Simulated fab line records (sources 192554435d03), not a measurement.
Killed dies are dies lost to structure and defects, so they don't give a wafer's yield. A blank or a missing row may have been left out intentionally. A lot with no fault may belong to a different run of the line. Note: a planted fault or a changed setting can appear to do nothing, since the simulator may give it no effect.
Chamber matching / flow n5-finfet / cmp-01 running N5_HKMG_FIN_CMP_23: 4 sister chambers
The step polishes, stops on SiNx, t overpolish 10 s, target thk 46.326 nm. 4 wafers are shown with their chamber, then 11 later ones without.

## WAFERS WITH THEIR CHAMBER
wafer=L085.1; chamber=2; motor-current-A (A)=12.4
wafer=L087.1; chamber=1; motor-current-A (A)=11.7
wafer=L087.4; chamber=0; motor-current-A (A)=12.7
wafer=L089.2; chamber=3; motor-current-A (A)=11.4

## WAFERS WITHOUT THEIR CHAMBER
wafer=L089.3; motor-current-A (A)=12.9
wafer=L089.6; motor-current-A (A)=12.8
wafer=L093.1; motor-current-A (A)=11.2
wafer=L093.5; motor-current-A (A)=11.3
wafer=L093.6; motor-current-A (A)=13.2
wafer=L095.1; motor-current-A (A)=12.4
wafer=L095.2; motor-current-A (A)=11.4
wafer=L095.4; motor-current-A (A)=13.4
wafer=L096.1; motor-current-A (A)=11.0
wafer=L096.3; motor-current-A (A)=13.0
wafer=L096.5; motor-current-A (A)=12.6

## WHICH CHAMBER EACH WENT THROUGH
wafer=L089.3; from the rows above=can't be placed: 0 or 2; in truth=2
wafer=L089.6; from the rows above=can't be placed: 0 or 2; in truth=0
wafer=L093.1; from the rows above=can't be placed: 3 or 1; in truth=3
wafer=L093.5; from the rows above=can't be placed: 3 or 1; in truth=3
wafer=L093.6; from the rows above=can't be placed: 0 or 2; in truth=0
wafer=L095.1; from the rows above=can't be placed: 2 or 0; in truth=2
wafer=L095.2; from the rows above=can't be placed: 3 or 1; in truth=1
wafer=L095.4; from the rows above=can't be placed: 0 or 2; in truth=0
wafer=L096.1; from the rows above=can't be placed: 3 or 1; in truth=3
wafer=L096.3; from the rows above=can't be placed: 0 or 2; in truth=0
wafer=L096.5; from the rows above=can't be placed: 0 or 2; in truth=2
Correct placement for 0 of the 11. Unplaceable from these rows: 11, with the true chamber sitting among the candidates in 11. 0 placed wrongly.
How it was worked out, from the rows above alone: a wafer's distance from a chamber is the root of the sum, over the readings, of the square of ((its reading less the chamber's mean) divided by the reading's scatter). If the next closest chamber is less than 2 further off than the closest, the wafer can't be placed; otherwise it belongs to the closest. Each chamber's mean is taken over the wafers shown for it. The scatter (one wafer shown for each chamber): square how far every hidden wafer sits from the nearest shown wafer, average those squares and take the square root.
